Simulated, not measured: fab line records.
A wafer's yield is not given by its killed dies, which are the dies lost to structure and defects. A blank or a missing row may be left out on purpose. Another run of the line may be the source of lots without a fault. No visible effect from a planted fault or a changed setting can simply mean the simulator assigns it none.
Comparing a struck lot with a sound one :: flow n5-finfet :: 38 out of 1938 route steps
Sound: the wafers L240.2, L240.4, L240.6. Struck: wafer L232.6; the same lot's L232.3 was not struck, so it is left out; see the end for the cause.
Order at every step that has rows: each side's tool, ch and its chambers, its first start. Under that, the readings that differ: sound wafers :: struck wafers :: difference of the means :: sigmas: that difference in standard deviations of wafers without a fault.
alike: words and numbers the same on both sides, and readings whose means are apart by under 2 such deviations; not compared: readings that were withheld, readings missing a value for some wafer, numbers with overlapping values and no deviation given by the record, and bounds like >300 which may hide the same value.
Wherever a step has rows on one side only, a row that says differs or no value, or a row with sigmas, the two part there. Numbers that don't overlap but have no deviation are shown without sigmas and don't part them. Lack of a reading on every wafer of one side parts them only where that side has two or more wafers.

first, 9 steps without rows for these wafers: N5_BEOL_M4_ANNEAL_95 (time 240 s); N5_BEOL_M4_SPUTTER_96 (material Cu, target thk 4.5 nm, time 8.29 s); N5_BEOL_M4_ECD_50 (material Cu, target thk 300 nm); N5_BEOL_M4_ANNEAL_51 (time 90 s); N5_BEOL_M4_CMP_52 (polishes, stops on SiOC, t overpolish 6.8 s, target thk 40 nm); N5_BEOL_M4_PRE_CLEAN_60 (time 15 s); N5_BEOL_M4_CO_CAP_55 (material Co, precursor CCTBA/H2, target thk 2 nm, time 102.1 s); N5_BEOL_M4_PRE_CLEAN_56 (time 15 s); N5_BEOL_M4_DEP_57 (deposits SiCN from 3MS/NH3, target thk 8 nm, time 14 s).
N5_BEOL_M4_RC_MEAS_101:
  sound on prober-02 ch 0, day 13 15:55; struck on prober-01 ch 0, day 11 17:38
  alike: DIBL_N, DIBL_P, IOFF_N, IOFF_P, ION_N, ION_P, SS_N, SS_P, VT_N, VT_P
then, 24 steps without rows for these wafers: N5_BEOL_M5_ILD_DEP_00 (deposits SiCOH lowk from DEMS/porogen, target thk 140.64 nm, time 25.9 s); N5_BEOL_M5_CURE_79 (cures SiCOH lowk, time 240 s); N5_BEOL_M5_PECVD_70 (deposits SiO2 from TEOS/O2, target thk 16 nm, time 18 s); N5_BEOL_M5_HM_DEP_02 (deposits TiN, target thk 20 nm); N5_BEOL_M5_COAT_59 (time 60 s, resist thk 60 nm); N5_BEOL_M5_COAT_60 (time 60 s, resist thk 12 nm); N5_BEOL_M5_COAT_71 (time 60 s, resist thk 5 nm); N5_BEOL_M5_COAT_05 (resist thk 30 nm); N5_BEOL_M5_EBR_07; N5_BEOL_M5_SOFTBAKE_06 (time 60 s); N5_BEOL_M5_EXPOSE_08 (exposes mask M5, target cd 28 nm); N5_BEOL_M5_PEB_09 (peb time 60 s); N5_BEOL_M5_DEVELOP_10 (develop time 30 s); N5_BEOL_M5_DESCUM_16 (chemistry O2, time 7 s); N5_BEOL_M5_ETCH_72 (etches underlayer in N2/H2, target depth 6.5 nm, time 5.2 s); N5_BEOL_M5_ETCH_61 (etches SiARC in CF4, target depth 15.6 nm, time 26 s); N5_BEOL_M5_ETCH_62 (etches SOC in N2/H2, target depth 75 nm, overetch 15 nm, time 112.5 s); N5_BEOL_M5_STRIP_63 (strips in N2/H2); N5_BEOL_M5_STRIP_73 (strips in N2/H2); N5_BEOL_M5_STRIP_64 (strips in CF4); N5_BEOL_M5_HM_OPEN_17 (chemistry Cl2/BCl3, target TiN, target depth 20 nm, overetch 6 nm); N5_BEOL_M5_STRIP_19 (strips in O2); N5_BEOL_M5_COAT_65 (time 60 s, resist thk 60 nm); N5_BEOL_M5_COAT_66 (time 60 s, resist thk 12 nm).
N5_BEOL_M7_CMP_52: polishes, stops on SiCOH lowk, t overpolish 6.9 s, target thk 80 nm.
  sound on cmp-04 ch 0,1,2, day 14 18:49; struck on cmp-01 ch 2, day 13 01:19
reading: barrier-field-endpoint-s (s)
sound: 29.2 29.1 29.1
struck: 46.7
difference: +17.6
sigmas: +22

reading: overpolish-run-s (s)
sound: 6.899 6.885 6.898
struck: 0.049
difference: -6.845
sigmas: -99 or more

reading: time-to-endpoint-s (s)
sound: 63 63 65
struck: 81
difference: +17
sigmas: +5
  alike: clearing-platen-rpm, motor-current-A, retaining-ring-pressure-frac
N5_BEOL_M7_THK_MEAS_53: measures by xrf.
  sound: film-metro-01 at day 14 19:07; struck: film-metro-02 at day 13 01:32
reading: M7_THK (nm)
sound: 78.5 79.9 74.8
struck: 175.2
difference: +97.5
sigmas: +44
N5_BEOL_M7_INSPECT_58: inspects for defects (darkfield).
  sound: defect-inspect-01 at day 14 19:16; struck: defect-inspect-02 at day 13 01:41
reading: raw-defect-count
sound: 73 48 49
struck: 1200
difference: +1143
sigmas: +46
-- the record jumps here: 3 days lie between the struck wafers' starts before and after (it left off in module BEOL_M7 and takes up again in module PASSIVATION, whose first step shown is number 1936 of the route) --
N5_PASSIVATION_PROBE_49:
  sound: prober-02 at day 17 23:17; struck: prober-02 at day 15 20:14
reading: defect-limited-yield (%)
sound: 91.1 91.4 91.5
struck: 0
difference: -91
sigmas: -61

reading: killed_at_M4_up
sound: 20 17 9
struck: 1095
difference: +1080
sigmas: +99 or more

reading: killed-dies
sound: 105 102 100
struck: 1180
difference: +1078
sigmas: +60

reading: killed-on-rim
sound: 12 12 11
struck: 152
difference: +140
sigmas: +33

reading: sort-n-pass
sound: 1075 1078 1080
struck: 0
difference: -1078
sigmas: -60

reading: sort-yield-pct (%)
sound: 91.1 91.4 91.5
struck: 0
difference: -91
sigmas: -61
  alike: killed_at_M0_to_M3, killed-at-contacts, killed-at-front-end, killed-at-other, killed-open, killed-short, sort_bin_5_function, sort_bin_6_memory

## WHERE THEY PART
Earliest at N5_BEOL_M7_CMP_52; latest, in this record, at N5_PASSIVATION_PROBE_49.

WHY: whatever the simulator had introduced
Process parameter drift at N5_BEOL_M7_CMP_52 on cmp-01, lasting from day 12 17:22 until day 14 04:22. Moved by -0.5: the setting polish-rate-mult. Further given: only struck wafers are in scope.
